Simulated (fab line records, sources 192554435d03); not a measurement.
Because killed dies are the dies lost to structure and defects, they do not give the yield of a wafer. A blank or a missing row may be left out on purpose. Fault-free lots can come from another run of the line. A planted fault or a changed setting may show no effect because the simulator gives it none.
Chamber matching ; flow n5-finfet ; 4 sister chambers for N5_MIM_BOT_ETCH_ETCH_04 on rie-diel-04
The step etches SiNx in CF4/O2, target depth 26 nm, time 13 s. 24 wafers are shown with their chamber, then 12 later ones without.

## WAFERS, EACH WITH ITS CHAMBER
wafer;chamber;drypump-motor-current-A (A);rf-vpp-V (V);showerhead-plenum-p-Torr (Torr)
L074.2;0;5.9;233;2.11
L074.3;3;6.0;249;2.16
L074.4;2;5.4;244;2.15
L076.2;2;5.3;245;2.15
L076.3;1;5.4;224;2.23
L076.6;2;5.4;246;2.15
L077.3;3;6.0;250;2.16
L077.5;0;5.9;233;2.11
L077.6;1;5.4;225;2.23
L080.1;2;5.4;244;2.14
L080.3;3;6.1;250;2.16
L080.4;1;5.4;226;2.23
L082.1;2;5.4;244;2.14
L082.3;1;5.4;224;2.22
L082.4;3;6.0;250;2.15
L086.2;0;5.9;232;2.10
L086.3;2;5.4;246;2.14
L086.6;3;6.0;249;2.15
L088.1;3;6.0;248;2.15
L088.5;0;5.9;231;2.10
L088.6;1;5.4;224;2.22
L090.1;0;5.9;232;2.10
L090.3;1;5.4;224;2.22
L090.5;3;6.0;248;2.15

SIGNATURES (averages over the wafers above)
reading;chamber 0;chamber 1;chamber 2;chamber 3;scatter within a chamber
drypump-motor-current-A;5.900;5.400;5.383;6.014;0.0291
rf-vpp-V;232.20;224.50;244.83;249.14;0.894
showerhead-plenum-p-Torr;2.1040;2.2250;2.1450;2.1543;0.00544
Rule: for each reading, subtract the chamber's mean from the wafer's reading, divide by that reading's scatter and square the result; add these up over the readings and take the root, which gives the wafer's distance from the chamber. If the next closest chamber is less than 2 further off than the closest, the wafer can't be placed; otherwise it belongs to the closest. The scatter is the square root of a quotient: the sum, over the shown wafers, of each reading's squared deviation from its chamber's mean, divided by wafers minus chambers.

## WAFERS WHOSE CHAMBER IS MISSING
wafer;drypump-motor-current-A (A);rf-vpp-V (V);showerhead-plenum-p-Torr (Torr)
L093.2;5.3;244;2.13
L093.3;6.0;247;2.15
L093.4;5.4;225;2.22
L092.1;5.9;232;2.10
L092.2;5.4;224;2.22
L092.4;5.4;244;2.13
L096.4;5.4;245;2.13
L096.5;6.0;250;2.15
L096.6;5.4;246;2.13
L097.2;5.4;243;2.13
L097.4;6.0;247;2.14
L097.6;5.4;246;2.13

## WHICH CHAMBER EACH ONE RAN IN
wafer;from the rows above;in truth
L093.2;2;2
L093.3;3;3
L093.4;1;1
L092.1;0;0
L092.2;1;1
L092.4;2;2
L096.4;2;2
L096.5;3;3
L096.6;2;2
L097.2;2;2
L097.4;3;3
L097.6;2;2
Placed correctly: 12 of 12. Not placeable from these rows: 0. Number placed wrongly: 0.
